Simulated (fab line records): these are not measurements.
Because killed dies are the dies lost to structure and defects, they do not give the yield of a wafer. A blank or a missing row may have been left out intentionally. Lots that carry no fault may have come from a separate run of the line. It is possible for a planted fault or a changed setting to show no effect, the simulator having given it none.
Chamber matching -- flow nand-harc -- cmp-02 running NHARC_A_STAIRCASE_CMP_152: 4 sister chambers
The step polishes. 8 wafers are shown with their chamber, then 11 later ones without.

EACH WAFER AND ITS CHAMBER
wafer,chamber,motor-current-A (A)
L079.2,1,13.8
L088.4,3,11.9
L087.1,0,11.9
L087.5,2,11.9
L089.1,2,11.2
L089.5,3,12.7
L089.6,0,11.5
L091.4,1,14.5

WAFERS WHOSE CHAMBER IS MISSING
wafer,motor-current-A (A)
L091.5,12.8
L091.6,11.6
L094.2,11.8
L094.3,13.7
L094.5,11.5
L097.2,14.3
L097.3,13.0
L097.4,10.7
L095.1,14.4
L095.4,11.1
L095.6,12.3

THE CHAMBER EACH PASSED THROUGH
wafer,from the rows above,in truth
L091.5,can't be placed: 3 or 0 or 2 or 1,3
L091.6,can't be placed: 2 or 0 or 3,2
L094.2,can't be placed: 0 or 2 or 3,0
L094.3,1,1
L094.5,can't be placed: 2 or 0 or 3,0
L097.2,1,1
L097.3,can't be placed: 3 or 1 or 0 or 2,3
L097.4,can't be placed: 2 or 0 or 3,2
L095.1,1,1
L095.4,can't be placed: 2 or 0 or 3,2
L095.6,can't be placed: 3 or 0 or 2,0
Correctly placed: 3 of 11. These rows do not allow placing 8 (true chamber among the candidates in 8). Wrongly placed: 0.
How it was worked out, from the rows above alone: a wafer's distance from a chamber is the root of the sum, over the readings, of the square of ((its reading less the chamber's mean) divided by the reading's scatter). The wafer belongs to the nearest chamber; if the next one is less than 2 further off, it can't be placed. The mean given for a chamber averages the wafers shown for that chamber. The scatter is the square root of a quotient: the sum, over the shown wafers, of each reading's squared deviation from its chamber's mean, divided by wafers minus chambers.
